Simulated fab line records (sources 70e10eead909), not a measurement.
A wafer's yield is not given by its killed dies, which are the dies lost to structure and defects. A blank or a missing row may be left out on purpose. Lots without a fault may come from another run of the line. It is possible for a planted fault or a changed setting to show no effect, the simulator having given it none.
fab line records	flow nand-harc
record lots=12	wafers=35	last-day=34
route steps=1302 shown A_CHANNEL_HOLE_D1@451 END@1302
lots with no fault: from the same line, run without faults
start-h: start of the lot's first displayed wafer, in hours after the record's first day	wait-h: hours since the lot's step before	" unchanged from the row above	L1.1+2: a single row standing in for several wafers	- value missing, or start not given	* or withheld: withheld	< > ~ a bound
route shown NAME@n: names a module that has steps shown in the file, with the first one's number in the route	usual: average and standard deviation across the fault-free wafers	same: alike in all rows	chamber/n: place in a boat	sites: per-site readings	_std_site: their standard deviation	_edge_site: outer sites' mean less inner sites'	radius-mm: for every site, how far away it sits from the centre of the wafer	mask NAME#n: copy n	behind: tool/chamber where the wafer was last shaped	hold: cause of the lot's hold/its duration in hours/its outcome	device: names the non-switching transistor (n, p or np)	end of line: the route-end tests of the same wafers	where a step has no rows: the recipe by itself	killed: at the first sort, the dies lost to defects and structure; wafer yield is something else	map: a wafer's dies, marking killed ones x, the rest . and places with no die _
set.NAME: the setting as run; set.NAME@STEP: as run at that earlier step	model.NAME: the simulator's own value behind a step, which no gauge read
route steps across a sampled set of lots; one table per step, one row per wafer
services: a tool's chamber out of use, with start hour (start-h, from the record's first day; less than 0 if before it), hours out, and reason
## steps
# step NHARC_A_CHANNEL_HOLE_D1_DEP_01
# recipe target-thk-a=1400	target-thk-nm=140	temp-c=400	pressure-torr=3.5	flow-sccm=200	rf-w=350	material=SiON
# usual heater-power-w=782/120
lot.wafer	tool	chamber	start-h	wait-h	heater-power-w
L837.3	pecvd-04	0	196.47	1.0	579
L837.2	"	1	"	"	720
L837.6	"	1	"	"	707
L836.2	pecvd-04	0	197.06	1.3	594
L836.5	"	0	"	"	609
L836.6	"	1	"	"	749
L838.2	pecvd-02	0	208.03	1.3	881
L838.6	"	2	"	"	587
L838.5	"	1	"	"	888
L841.3	pecvd-03	1	238.07	1.2	799
L841.1	"	2	"	"	945
L841.2	"	0	"	"	726
L843.2	pecvd-03	2	250.38	1.3	1007
L843.4	"	1	"	"	649
L843.6	"	0	"	"	652
L842.3	pecvd-03	1	251.90	1.0	798
L842.1	"	0	"	"	663
L842.6	"	1	"	"	826
L844.2	pecvd-03	0	264.54	1.3	754
L844.5	"	2	"	"	936
L844.4	"	0	"	"	750
L846.3	pecvd-04	1	290.46	1.0	752
L846.2	"	2	"	"	881
L846.4	"	0	"	"	549
L847.2	pecvd-03	2	290.51	1.4	1010
L847.5	"	0	"	"	735
L847.4	"	2	"	"	999
L850.2	pecvd-04	0	322.15	1.5	644
L850.6	"	1	"	"	716
L858.3	pecvd-02	0	403.17	1.0	884
L858.6	"	2	"	"	589
L858.4	"	1	"	"	801
L857.3	pecvd-03	0	436.18	1.0	685
L857.2	"	2	"	"	1063
L857.6	"	1	"	"	716
# step NHARC_A_CHANNEL_HOLE_D1_ETCH_38
# recipe target-depth-a=390	over-etch-frac=0.3	time-s=65	ion-energy-ev=80	cf4-flow-sccm=150	ar-flow-sccm=0	rf-w=300	bias-w=100	chemistry=CF4
# usual drypump-motor-current-A=5.7/0.31	oes-product-au=1.001/0.0082	rf-vpp-V=151.4/1	showerhead-plenum-p-Torr=1.77/0.052	throttle-valve-pct=13.284/0.0096
lot.wafer	tool	chamber	start-h	wait-h	drypump-motor-current-A	oes-product-au	rf-hours-counter-h	rf-vpp-V	showerhead-plenum-p-Torr	throttle-valve-pct
L837.3	rie-diel-02	3	197.44	0.1	5.8	1.011	11	150.6	1.81	13.269
L837.2	"	0	"	"	5.5	1.000	11	151.3	1.78	13.287
L837.6	"	2	"	"	6.0	1.001	-	153.3	1.79	13.276
L836.2	rie-diel-12	3	198.50	0.6	6.1	0.996	35	151.3	1.74	13.277
L836.5	"	1	"	"	5.5	0.993	-	151.4	1.83	13.280
L836.6	"	2	"	"	5.5	0.994	-	152.4	1.84	13.280
L838.2	rie-diel-02	0	209.01	0.1	5.5	1.001	12	150.2	1.78	13.293
L838.5	"	2	"	"	6.0	1.008	-	150.7	1.79	13.288
L838.6	"	3	"	"	5.8	1.009	-	151.9	1.81	13.284
L841.1	rie-diel-12	0	239.11	0.1	5.0	1.002	48	152.0	1.74	13.305
L841.3	"	1	"	"	5.5	0.989	52	151.7	1.82	13.288
L841.2	"	2	"	"	5.4	0.995	49	153.3	1.83	13.309
L843.4	rie-diel-02	0	251.35	0.1	5.5	1.002	3	151.6	1.78	13.283
L843.2	"	1	"	"	5.7	1.000	2	151.8	1.69	13.295
L843.6	"	0	"	"	5.5	0.997	-	151.2	1.78	13.279
L842.1	rie-diel-02	3	252.81	0.1	5.8	1.007	4	150.7	1.81	13.272
L842.3	"	0	"	"	5.5	1.007	4	152.3	1.78	13.306
L842.6	"	3	"	"	5.8	0.996	-	151.1	1.81	13.292
L844.2	rie-diel-12	1	265.54	0.1	5.5	0.995	62	152.4	1.82	13.283
L844.5	"	0	"	"	5.0	0.999	-	151.7	1.74	13.288
L844.4	"	1	"	"	5.5	0.995	-	151.0	1.82	13.281
L846.2	rie-diel-02	0	291.43	0.1	5.5	0.999	7	153.1	1.78	13.288
L846.3	"	1	"	"	5.7	1.010	4	151.0	1.69	13.286
L846.4	"	3	"	"	5.8	0.998	7	151.4	1.81	13.297
L847.2	rie-diel-02	2	291.78	0.2	6.0	1.004	7	151.4	1.78	13.266
L847.4	"	0	"	"	5.6	1.002	8	152.7	1.78	13.284
L847.5	"	1	"	"	5.7	1.015	-	149.2	1.69	13.284
L850.2	rie-diel-02	0	323.13	0.1	5.5	1.006	10	150.2	1.78	13.277
L850.6	"	1	"	"	5.7	0.835	-	150.5	1.69	13.287
L858.4	rie-diel-02	1	404.15	0.1	5.7	1.002	0	149.7	1.68	13.293
L858.3	"	2	"	"	5.9	1.007	0	152.5	1.78	13.282
L858.6	"	0	"	"	5.5	0.986	-	151.2	1.78	13.268
L857.2	rie-diel-04	0	437.23	0.1	5.3	0.994	22	150.8	1.70	13.270
L857.3	"	2	"	"	6.2	0.986	28	150.9	1.81	13.288
L857.6	"	3	"	"	6.0	0.990	-	152.3	1.87	13.289
# step NHARC_A_CHANNEL_HOLE_D1_ETCH_39
# recipe target-depth-a=2600	over-etch-frac=0.3	time-s=325	ion-energy-ev=200	n2-flow-sccm=150	h2-flow-sccm=150	ar-flow-sccm=0	rf-w=400	bias-w=150	chemistry=N2/H2
# usual drypump-motor-current-A=5.7/0.33	n2-flow-sccm=150.0/0.46	oes-product-au=1.000/0.0076	rf-vpp-V=430.5/2.2	showerhead-plenum-p-Torr=2.04/0.067	throttle-valve-pct=14.171/0.0088
lot.wafer	tool	chamber	start-h	wait-h	drypump-motor-current-A	n2-flow-sccm	oes-product-au	rf-hours-counter-h	rf-vpp-V	showerhead-plenum-p-Torr	throttle-valve-pct
L837.2	rie-diel-02	1	-	-	5.7	149.2	1.001	12	427.6	1.94	14.165
L837.3	"	2	"	"	6.0	149.5	1.001	12	430.6	2.06	14.179
L837.6	"	1	"	"	5.7	150.3	0.996	-	427.6	1.94	14.155
L836.2	rie-diel-12	1	-	-	5.5	149.9	0.988	36	434.1	2.11	14.173
L836.6	"	2	"	"	5.5	150.2	0.991	-	432.5	2.13	14.158
L836.5	"	3	"	"	6.1	150.4	0.995	-	428.6	2.00	14.178
L838.2	rie-diel-02	0	-	-	5.5	150.3	1.001	12	431.1	2.06	14.174
L838.6	"	3	"	"	5.8	150.1	1.014	-	432.5	2.09	14.170
L838.5	"	0	"	"	5.5	150.6	0.999	-	431.1	2.06	14.171
L841.1	rie-diel-12	0	-	-	5.0	150.9	0.998	48	428.2	2.00	14.166
L841.3	"	2	"	"	5.4	149.9	1.000	49	433.1	2.12	14.181
L841.2	"	3	"	"	6.1	151.0	0.986	49	429.9	1.99	14.183
L843.2	rie-diel-02	3	-	-	5.8	149.7	0.999	3	432.1	2.09	14.161
L843.4	"	1	"	"	5.7	150.3	0.990	2	427.4	1.94	14.173
L843.6	"	2	"	"	6.0	150.3	1.000	-	431.4	2.06	14.170
L842.3	rie-diel-02	2	-	-	6.0	149.6	1.008	4	431.4	2.06	14.188
L842.1	"	0	"	"	5.5	149.8	0.989	4	431.0	2.06	14.170
L842.6	"	3	"	"	5.8	149.7	1.002	-	432.6	2.09	14.175
L844.2	rie-diel-12	2	-	-	5.5	150.4	0.983	58	433.1	2.12	14.189
L844.4	"	0	"	"	5.0	149.8	0.993	-	429.3	2.00	14.175
L844.5	"	1	"	"	5.5	150.0	0.993	-	431.6	2.10	14.165
L846.3	rie-diel-02	0	-	-	5.5	150.9	1.003	7	431.7	2.05	14.165
L846.2	"	1	"	"	5.7	150.7	1.009	5	427.3	1.93	14.170
L846.4	"	2	"	"	6.0	150.5	1.010	7	431.2	2.06	14.166
L847.4	rie-diel-02	0	-	-	5.5	149.7	1.005	8	430.6	2.05	14.154
L847.2	"	2	"	"	6.0	150.2	1.009	8	431.4	2.06	14.169
L847.5	"	1	"	"	5.7	149.4	1.012	-	427.6	1.93	14.179
L850.2	rie-diel-02	1	-	-	5.7	150.2	1.005	8	427.0	1.93	14.176
L850.6	"	2	"	"	6.0	149.6	1.009	-	430.8	2.06	14.165
L858.4	rie-diel-02	3	-	-	5.8	150.4	1.000	0	431.2	2.09	14.180
L858.3	"	2	"	"	6.0	150.1	0.997	0	430.8	2.06	14.169
L858.6	"	0	"	"	5.5	150.1	0.996	-	430.2	2.05	14.172
L857.2	rie-diel-04	2	-	-	6.2	151.0	0.993	28	431.1	2.10	14.153
L857.3	"	3	"	"	6.0	149.8	0.994	27	435.0	2.17	14.165
L857.6	"	0	"	"	5.2	149.5	0.996	-	427.8	1.95	14.171
# step NHARC_A_CHANNEL_HOLE_D1_ETCH_34
# recipe target-depth-a=1540	time-s=77	cf4-flow-sccm=100	chf3-flow-sccm=30	ar-flow-sccm=0	rf-w=500	bias-w=200	chemistry=CF4/CHF3
# usual drypump-motor-current-A=5.7/0.34	oes-product-au=0.945/0.02	rf-vpp-V=370.7/1.7	showerhead-plenum-p-Torr=1.58/0.046	throttle-valve-pct=16.803/0.0088
lot.wafer	tool	chamber	start-h	wait-h	drypump-motor-current-A	oes-product-au	rf-hours-counter-h	rf-vpp-V	showerhead-plenum-p-Torr	throttle-valve-pct
L837.3	rie-diel-02	1	-	-	5.7	0.927	12	367.3	1.50	16.814
L837.2	"	0	"	"	5.5	0.928	11	371.3	1.59	16.799
L837.6	"	2	"	"	6.0	0.928	-	371.6	1.59	16.795
L836.2	rie-diel-12	3	-	-	6.1	0.907	35	371.2	1.55	16.798
L836.6	"	0	"	"	5.0	0.909	-	371.0	1.55	16.823
L836.5	"	1	"	"	5.5	0.914	-	371.8	1.63	16.802
L838.2	rie-diel-02	0	-	-	5.5	0.982	12	371.5	1.59	16.810
L838.6	"	2	"	"	6.0	0.956	-	370.8	1.59	16.803
L838.5	"	3	"	"	5.8	0.969	-	372.1	1.61	16.809
L841.3	rie-diel-12	0	-	-	5.0	0.960	48	369.7	1.55	16.801
L841.1	"	1	"	"	5.5	0.967	52	373.3	1.62	16.791
L841.2	"	2	"	"	5.4	0.944	49	372.6	1.63	16.813
L843.2	rie-diel-02	3	-	-	5.8	0.965	4	370.5	1.61	16.811
L843.4	"	0	"	"	5.5	0.958	4	369.7	1.58	16.794
L843.6	"	2	"	"	6.0	0.955	-	371.1	1.59	16.810
L842.3	rie-diel-02	2	-	-	6.0	0.980	4	372.0	1.59	16.804
L842.1	"	1	"	"	5.7	0.967	2	368.3	1.50	16.811
L842.6	"	3	"	"	5.8	0.972	-	371.3	1.61	16.806
L844.2	rie-diel-12	2	-	-	5.5	0.929	58	372.7	1.63	16.814
L844.4	"	2	"	"	5.4	0.921	-	371.2	1.63	16.800
L844.5	"	0	"	"	5.0	0.934	-	369.9	1.55	16.813
L846.3	rie-diel-02	1	-	-	5.7	0.949	5	367.0	1.50	16.802
L846.2	"	3	"	"	5.8	0.937	8	371.6	1.61	16.811
L846.4	"	0	"	"	5.5	0.942	8	372.3	1.58	16.795
L847.4	rie-diel-02	3	-	-	5.8	0.934	8	371.8	1.61	16.783
L847.2	"	0	"	"	5.5	0.930	8	370.8	1.58	16.805
L847.5	"	3	"	"	5.8	0.931	-	372.1	1.61	16.803
L850.2	rie-diel-02	0	-	-	5.5	0.929	10	370.7	1.58	16.817
L850.6	"	2	"	"	5.9	0.939	-	372.0	1.59	16.819
L858.3	rie-diel-02	2	-	-	6.0	0.973	0	371.0	1.58	16.808
L858.4	"	3	"	"	5.8	0.975	0	371.3	1.61	16.797
L858.6	"	2	"	"	6.0	0.986	-	371.5	1.58	16.802
L857.2	rie-diel-04	1	-	-	6.6	0.949	24	367.6	1.46	16.804
L857.3	"	0	"	"	5.3	0.952	22	368.0	1.51	16.806
L857.6	"	2	"	"	6.2	0.949	-	371.5	1.61	16.810
# step NHARC_END_SORT_01
# recipe temp-c=25
# usual killed-at-array=58/15	killed-at-other=0.8/1.2	killed-at-periphery=3.5/2.5	killed-dies=62/15	killed-open=3.2/1.7	killed-short=2.4/1.5
# same gross-dies=677
lot.wafer	tool	chamber	start-h	wait-h	killed-at-array	killed-at-other	killed-at-periphery	killed-dies	killed-open	killed-short
L837.2	prober-01	0	566.79	2.8	79	0	0	79	2	2
L837.3	prober-01	0	567.59	3.1	60	1	3	64	1	5
L837.6	prober-01	0	570.01	4.0	66	0	1	67	1	3
L836.2	prober-02	0	566.79	2.8	59	0	2	61	2	0
L836.5	prober-02	0	569.16	3.7	54	1	3	58	3	1
L836.6	prober-02	0	569.95	3.9	58	0	4	62	5	1
L838.2	prober-02	0	582.69	2.8	63	5	3	71	3	6
L838.5	prober-02	0	585.10	3.7	70	2	0	72	3	1
L838.6	prober-02	0	585.90	4.0	71	0	1	72	2	4
L841.1	prober-02	0	631.57	2.5	35	0	1	36	1	0
L841.2	prober-02	0	632.38	2.8	52	0	3	55	1	0
L841.3	prober-02	0	633.18	3.1	48	0	0	48	4	1
L844.2	prober-01	0	639.76	2.8	70	0	11	81	7	4
L844.4	prober-01	0	641.37	3.4	57	0	4	61	3	3
L844.5	prober-01	0	642.18	3.7	48	0	5	53	5	1
L842.1	prober-02	0	644.12	2.5	61	2	8	71	8	3
L842.3	prober-02	0	645.73	3.1	67	1	5	73	4	3
L842.6	prober-02	0	648.15	4.0	53	1	7	61	2	2
L846.2	prober-01	0	647.98	2.8	47	0	10	57	3	2
L846.3	prober-01	0	648.78	3.1	46	0	5	51	5	2
L846.4	prober-01	0	649.58	3.4	40	1	6	47	2	1
L843.2	prober-02	0	652.74	2.8	64	4	3	71	3	3
L843.4	prober-02	0	654.33	3.4	86	4	2	92	4	4
L843.6	prober-02	0	655.91	4.0	77	2	4	83	3	5
L847.2	prober-02	0	660.47	2.8	80	0	3	83	2	3
L847.4	prober-02	0	662.04	3.4	75	0	2	77	2	2
L847.5	prober-02	0	662.83	3.6	78	0	4	82	3	2
L850.2	prober-01	0	708.78	2.8	62	0	2	64	4	3
L850.6	prober-01	0	711.94	4.0	229	1	2	232	2	3
L858.3	prober-01	0	788.48	3.1	44	4	1	49	2	5
L858.4	prober-01	0	789.28	3.4	55	3	2	60	3	3
L858.6	prober-01	0	790.88	4.0	49	1	2	52	2	4
L857.2	prober-01	0	823.84	2.8	52	1	3	56	3	3
L857.3	prober-01	0	824.65	3.1	53	0	2	55	2	1
L857.6	prober-01	0	827.07	4.0	56	0	2	58	1	5
# killed by level:class
L837.2 A_CHANNEL_HOLE_D1:chamber-film-flake=35 A_SLIT:chamber-film-flake=28 A_CHANNEL_HOLE_D2:chamber-film-flake=6 A_STAIRCASE:chamber-film-flake=3 A_CONTACT:chamber-film-flake=3 A_ONON_D2:geometric-particle:short=2 A_CHANNEL_HOLE_D1:geometric-particle:open=1 A_WL_FILL:geometric-particle:open=1
L836.2 A_CHANNEL_HOLE_D2:chamber-film-flake=35 A_STAIRCASE:chamber-film-flake=10 A_ZERO_WELL:chamber-film-flake=4 A_WL_FILL:chamber-film-flake=3 A_CHANNEL_HOLE_D1:chamber-film-flake=2 A_CONTACT:chamber-film-flake=2 A_ONON_D1:geometric-particle:open=1 A_CHANNEL_FILL_D1:geometric-particle:open=1
L837.3 A_CHANNEL_HOLE_D1:chamber-film-flake=26 A_SLIT:chamber-film-flake=16 A_CHANNEL_HOLE_D2:chamber-film-flake=7 A_CONTACT:chamber-film-flake=4 A_STAIRCASE:chamber-film-flake=3 P_M0:geometric-particle:short=1 P_M0:geometric-particle:open=1 A_CHANNEL_FILL_D1:geometric-particle:short=1
L836.5 A_CHANNEL_HOLE_D2:chamber-film-flake=35 A_STAIRCASE:chamber-film-flake=4 A_ZERO_WELL:chamber-film-flake=3 A_WL_FILL:chamber-film-flake=3 A_CONTACT:chamber-film-flake=3 A_CHANNEL_HOLE_D1:chamber-film-flake=2 A_ONON_D1:geometric-particle:open=1 A_ONON_D2:geometric-particle:open=1
L836.6 A_CHANNEL_HOLE_D2:chamber-film-flake=34 A_STAIRCASE:chamber-film-flake=6 A_CONTACT:chamber-film-flake=4 A_ZERO_WELL:chamber-film-flake=3 A_WL_FILL:chamber-film-flake=3 A_CHANNEL_FILL_D1:chamber-film-flake=2 P_GATE:geometric-particle:open=1 A_SOURCE_PLATE:geometric-particle:open=1
L837.6 A_CHANNEL_HOLE_D1:chamber-film-flake=34 A_SLIT:chamber-film-flake=17 A_CHANNEL_HOLE_D2:chamber-film-flake=9 A_CONTACT:chamber-film-flake=2 A_ONON_D1:geometric-particle:short=1 A_CHANNEL_FILL_D1:geometric-particle:short=1 A_CHANNEL_FILL_D2:geometric-particle:short=1 A_CHANNEL_FILL_D2:geometric-particle:open=1
L838.2 A_CHANNEL_HOLE_D2:chamber-film-flake=29 A_CHANNEL_HOLE_D1:chamber-film-flake=25 THIN_TSV:chamber-film-flake=4 A_CHANNEL_FILL_D1:chamber-film-flake=2 P_CONTACT:geometric-particle:open=1 P_CONTACT:geometric-particle:short=1 A_ONON_D1:geometric-particle:short=1 A_CHANNEL_FILL_D1:geometric-particle:short=1
L838.5 A_CHANNEL_HOLE_D2:chamber-film-flake=34 A_CHANNEL_HOLE_D1:chamber-film-flake=29 A_DECK1_JOINT:geometric-particle:open=1 A_WL_FILL:geometric-particle:short=1 A_M0:geometric-particle:open=1 STARTING-WAFER:geometric-particle:open=1 A_ZERO_WELL:chamber-film-flake=1 A_CHANNEL_FILL_D1:chamber-film-flake=1
L838.6 A_CHANNEL_HOLE_D1:chamber-film-flake=30 A_CHANNEL_HOLE_D2:chamber-film-flake=27 A_WL_FILL:chamber-film-flake=3 A_CHANNEL_FILL_D1:chamber-film-flake=2 A_STAIRCASE:chamber-film-flake=2 P_GATE:geometric-particle:short=1 A_ONON_D1:geometric-particle:short=1 A_DECK1_JOINT:geometric-particle:open=1
L841.1 A_SLIT:chamber-film-flake=20 A_CHANNEL_HOLE_D2:chamber-film-flake=8 A_CONTACT:chamber-film-flake=3 P_GATE:geometric-particle:open=1 A_ZERO_WELL:chamber-film-flake=1 A_CHANNEL_HOLE_D1:chamber-film-flake=1 A_CHANNEL_FILL_D1:chamber-film-flake=1 A_STAIRCASE:chamber-film-flake=1
L841.2 A_SLIT:chamber-film-flake=30 A_CHANNEL_HOLE_D2:chamber-film-flake=11 A_CHANNEL_HOLE_D1:chamber-film-flake=4 A_CONTACT:chamber-film-flake=3 P_GATE:chamber-film-flake=2 A_WL_FILL:chamber-film-flake=2 P_CONTACT:geometric-particle:open=1 A_CHANNEL_FILL_D1:chamber-film-flake=1
L841.3 A_SLIT:chamber-film-flake=22 A_CHANNEL_HOLE_D2:chamber-film-flake=9 A_CONTACT:chamber-film-flake=5 A_STAIRCASE:chamber-film-flake=3 A_BLC:geometric-particle:open=2 A_ONON_D1:geometric-particle:open=1 A_CHANNEL_HOLE_D1:geometric-particle:short=1 A_WL_FILL:geometric-particle:open=1
L844.2 A_SLIT:chamber-film-flake=26 A_CHANNEL_HOLE_D1:chamber-film-flake=10 A_STAIRCASE:chamber-film-flake=10 A_CHANNEL_HOLE_D2:chamber-film-flake=8 P_M1:chamber-film-flake=6 A_CONTACT:chamber-film-flake=4 P_GATE:chamber-film-flake=3 A_WL_FILL:geometric-particle:short=2
L844.4 A_SLIT:chamber-film-flake=28 A_CHANNEL_HOLE_D2:chamber-film-flake=10 A_CHANNEL_HOLE_D1:chamber-film-flake=4 P_M1:chamber-film-flake=3 A_STAIRCASE:chamber-film-flake=3 A_DECK1_JOINT:chamber-film-flake=2 A_CONTACT:chamber-film-flake=2 A_CHANNEL_FILL_D1:geometric-particle:short=1
L844.5 A_SLIT:chamber-film-flake=23 A_CHANNEL_HOLE_D2:chamber-film-flake=6 A_STAIRCASE:chamber-film-flake=4 A_CHANNEL_HOLE_D1:chamber-film-flake=3 P_ZERO_WELL:chamber-film-flake=2 A_M0:chamber-film-flake=2 P_M1:geometric-particle:open=1 A_CHANNEL_HOLE_D1:geometric-particle:open=1
L842.1 A_CHANNEL_HOLE_D2:chamber-film-flake=26 A_CONTACT:chamber-film-flake=8 A_STAIRCASE:chamber-film-flake=6 A_M1:chamber-film-flake=5 A_CHANNEL_HOLE_D1:chamber-film-flake=4 A_SLIT:chamber-film-flake=3 P_GATE:geometric-particle:open=2 A_CHANNEL_FILL_D1:geometric-particle:open=2
L842.3 A_CHANNEL_HOLE_D2:chamber-film-flake=34 A_STAIRCASE:chamber-film-flake=10 A_CHANNEL_HOLE_D1:chamber-film-flake=6 A_CONTACT:chamber-film-flake=5 P_ZERO_WELL:chamber-film-flake=3 P_CONTACT:geometric-particle:short=1 A_DECK1_JOINT:geometric-particle:open=1 A_DECK1_JOINT:geometric-particle:short=1
L846.2 A_SLIT:chamber-film-flake=35 P_M2:chamber-film-flake=7 A_CONTACT:chamber-film-flake=4 A_CHANNEL_HOLE_D1:chamber-film-flake=2 A_DECK1_JOINT:chamber-film-flake=2 A_STAIRCASE:chamber-film-flake=2 P_STI:geometric-particle:short=1 P_M0:geometric-particle:open=1
L842.6 A_CHANNEL_HOLE_D2:chamber-film-flake=29 A_CHANNEL_HOLE_D1:chamber-film-flake=5 A_SLIT:chamber-film-flake=5 A_STAIRCASE:chamber-film-flake=5 P_ZERO_WELL:chamber-film-flake=3 A_CONTACT:chamber-film-flake=3 P_BONDPAD:chamber-film-flake=2 A_M1:chamber-film-flake=2
L846.3 A_SLIT:chamber-film-flake=26 A_CHANNEL_HOLE_D1:chamber-film-flake=6 A_STAIRCASE:chamber-film-flake=3 A_CONTACT:chamber-film-flake=3 P_M2:chamber-film-flake=2 P_CONTACT:geometric-particle:short=1 P_M1:geometric-particle:open=1 A_SOURCE_PLATE:geometric-particle:short=1
L846.4 A_SLIT:chamber-film-flake=29 A_CHANNEL_HOLE_D1:chamber-film-flake=5 P_M2:chamber-film-flake=3 P_M0:geometric-particle:open=2 A_CONTACT:chamber-film-flake=2 A_CHANNEL_HOLE_D1:geometric-particle:short=1 P_STI:chamber-film-flake=1 A_DECK1_JOINT:chamber-film-flake=1
L843.2 A_SLIT:chamber-film-flake=24 A_CHANNEL_HOLE_D1:chamber-film-flake=22 A_CONTACT:chamber-film-flake=8 A_CHANNEL_HOLE_D2:chamber-film-flake=3 THIN_TSV:chamber-film-flake=3 P_M0:geometric-particle:open=1 A_ONON_D1:geometric-particle:open=1 A_CHANNEL_HOLE_D2:geometric-particle:short=1
L843.4 A_SLIT:chamber-film-flake=36 A_CHANNEL_HOLE_D1:chamber-film-flake=23 A_CHANNEL_HOLE_D2:chamber-film-flake=11 A_CONTACT:chamber-film-flake=5 THIN_TSV:chamber-film-flake=4 A_STAIRCASE:chamber-film-flake=3 A_WL_FILL:geometric-particle:short=2 P_M0:geometric-particle:open=1
L843.6 A_SLIT:chamber-film-flake=26 A_CHANNEL_HOLE_D1:chamber-film-flake=24 A_CHANNEL_HOLE_D2:chamber-film-flake=8 A_CONTACT:chamber-film-flake=7 A_BONDPAD:chamber-film-flake=4 A_DECK1_JOINT:geometric-particle:short=3 P_BONDPAD:chamber-film-flake=2 THIN_TSV:chamber-film-flake=2
L847.2 A_CHANNEL_HOLE_D1:chamber-film-flake=35 A_SLIT:chamber-film-flake=33 A_STAIRCASE:chamber-film-flake=3 P_BONDPAD:chamber-film-flake=2 A_DECK1_JOINT:chamber-film-flake=2 A_CHANNEL_FILL_D1:geometric-particle:short=1 A_ONON_D2:geometric-particle:short=1 A_WL_FILL:geometric-particle:short=1
L847.4 A_CHANNEL_HOLE_D1:chamber-film-flake=40 A_SLIT:chamber-film-flake=26 A_CONTACT:chamber-film-flake=2 A_ONON_D1:geometric-particle:open=1 A_CHANNEL_FILL_D1:geometric-particle:short=1 A_WL_FILL:geometric-particle:short=1 A_M0:geometric-particle:open=1 P_GATE:chamber-film-flake=1
L847.5 A_SLIT:chamber-film-flake=33 A_CHANNEL_HOLE_D1:chamber-film-flake=33 P_BONDPAD:chamber-film-flake=2 A_STAIRCASE:chamber-film-flake=2 A_CONTACT:chamber-film-flake=2 A_ONON_D1:geometric-particle:open=1 A_ONON_D2:geometric-particle:short=1 A_ONON_D2:geometric-particle:open=1
L850.2 A_SLIT:chamber-film-flake=34 A_CHANNEL_HOLE_D1:chamber-film-flake=8 A_SGD_CUT:chamber-film-flake=5 A_CHANNEL_FILL_D2:chamber-film-flake=3 A_CONTACT:chamber-film-flake=3 A_ONON_D2:geometric-particle:short=2 A_STAIRCASE:chamber-film-flake=2 P_CONTACT:geometric-particle:open=1
L850.6 A_CHANNEL_HOLE_D1:area-etch=168 A_SLIT:chamber-film-flake=30 A_CHANNEL_HOLE_D1:chamber-film-flake=10 A_SGD_CUT:chamber-film-flake=9 A_STAIRCASE:chamber-film-flake=4 A_CONTACT:chamber-film-flake=2 A_ONON_D1:geometric-particle:open=1 A_ONON_D2:geometric-particle:short=1
L858.3 A_CHANNEL_HOLE_D1:chamber-film-flake=16 A_SLIT:chamber-film-flake=7 A_CONTACT:chamber-film-flake=5 A_BLC:chamber-film-flake=4 A_CHANNEL_HOLE_D2:chamber-film-flake=3 A_CHANNEL_FILL_D2:geometric-particle:short=2 STARTING-WAFER:geometric-particle:short=2 A_ZERO_WELL:chamber-film-flake=2
L858.4 A_CHANNEL_HOLE_D1:chamber-film-flake=29 A_SLIT:chamber-film-flake=11 A_CONTACT:chamber-film-flake=4 P_CONTACT:geometric-particle:open=2 HYBRID_BOND:chamber-film-flake=2 A_DECK1_JOINT:chamber-film-flake=2 A_STAIRCASE:chamber-film-flake=2 A_BLC:chamber-film-flake=2
L858.6 A_CHANNEL_HOLE_D1:chamber-film-flake=20 A_SLIT:chamber-film-flake=11 A_CONTACT:chamber-film-flake=4 A_ZERO_WELL:chamber-film-flake=3 A_DECK1_JOINT:chamber-film-flake=2 A_CHANNEL_HOLE_D2:chamber-film-flake=2 A_BLC:chamber-film-flake=2 P_M2:geometric-particle:open=1
L857.2 A_SLIT:chamber-film-flake=39 A_CONTACT:chamber-film-flake=4 A_CHANNEL_FILL_D1:chamber-film-flake=2 A_ONON_D1:geometric-particle:short=1 A_ONON_D1:geometric-particle:open=1 A_CHANNEL_FILL_D1:geometric-particle:open=1 A_WL_FILL:geometric-particle:open=1 A_BLC:geometric-particle:short=1
L857.3 A_SLIT:chamber-film-flake=34 A_CHANNEL_HOLE_D2:chamber-film-flake=5 A_STAIRCASE:chamber-film-flake=5 A_CONTACT:chamber-film-flake=3 A_WL_FILL:chamber-film-flake=2 P_BONDPAD:chamber-film-flake=2 A_CHANNEL_FILL_D1:geometric-particle:open=1 A_DECK1_JOINT:geometric-particle:open=1
L857.6 A_SLIT:chamber-film-flake=35 A_CONTACT:chamber-film-flake=6 A_STAIRCASE:chamber-film-flake=5 A_DECK1_JOINT:geometric-particle:short=3 A_M1:chamber-film-flake=2 P_M2:geometric-particle:open=1 A_CHANNEL_FILL_D1:geometric-particle:short=1 A_ONON_D2:geometric-particle:short=1
## services
tool	chamber	start-h	hours	kind
rie-diel-04	-	180.56	9.0	pm
pecvd-03	-	185.11	13.0	pm
rie-diel-02	0	195.70	-	clean
rie-diel-02	1	195.70	-	clean
rie-diel-02	-	212.02	0.8	repair
rie-diel-02	-	216.70	9.0	pm
rie-diel-04	2	221.92	6.3	repair
pecvd-02	-	227.29	13.0	pm
rie-diel-12	3	252.89	13.2	repair
rie-diel-12	-	268.44	9.0	pm
pecvd-04	-	269.00	13.0	pm
rie-diel-04	0	281.80	16.0	repair
rie-diel-04	2	291.43	9.7	repair
pecvd-04	0	299.45	1.9	repair
pecvd-02	-	306.57	1.1	repair
rie-diel-12	-	335.31	2.3	repair
rie-diel-04	-	357.82	9.0	pm
pecvd-03	-	366.24	13.0	pm
rie-diel-02	-	393.70	9.0	pm
rie-diel-04	1	395.52	5.5	repair
rie-diel-12	-	396.22	1.2	repair
pecvd-02	-	408.35	13.0	pm
rie-diel-04	1	411.04	2.2	repair
rie-diel-04	0	416.90	7.5	repair
## key
first-sign step=NHARC_A_CHANNEL_HOLE_D1_ETCH_38	reading=oes-product-au	direction=down	sigmas=20	usual=1.001	struck=0.835
effect step=NHARC_END_SORT_01	reading=killed-dies	direction=up	sigmas=11	usual=62	struck=232
more-kills-born-at NHARC_A_CHANNEL_HOLE_D1_ETCH_38@rie-diel-02=168
met-at NHARC_A_CHANNEL_HOLE_D1_ETCH_38
struck-lots L850
struck-wafers L850.6
tester-left-out L850
not-acting-at NHARC_A_CHANNEL_HOLE_D1_DEP_01,NHARC_A_CHANNEL_HOLE_D1_ETCH_39,NHARC_A_CHANNEL_HOLE_D1_ETCH_34
onset-between 291.78 323.13
fault kind=process-parameter-drift	tool=rie-diel-02	chamber=-	onset-h=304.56	steps=NHARC_A_CHANNEL_HOLE_D1_ETCH_38	channel=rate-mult	offset=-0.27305	shape=step	end-h=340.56	scope=struck-wafers-only
# tester-left-out: of these lots the tester's yield and bins aren't shown, on N5 and GAA mostly nor the transistor test; their killed dies are dies lost to structure and defects alone, not to doping, threshold or leakage, so they don't give the yield
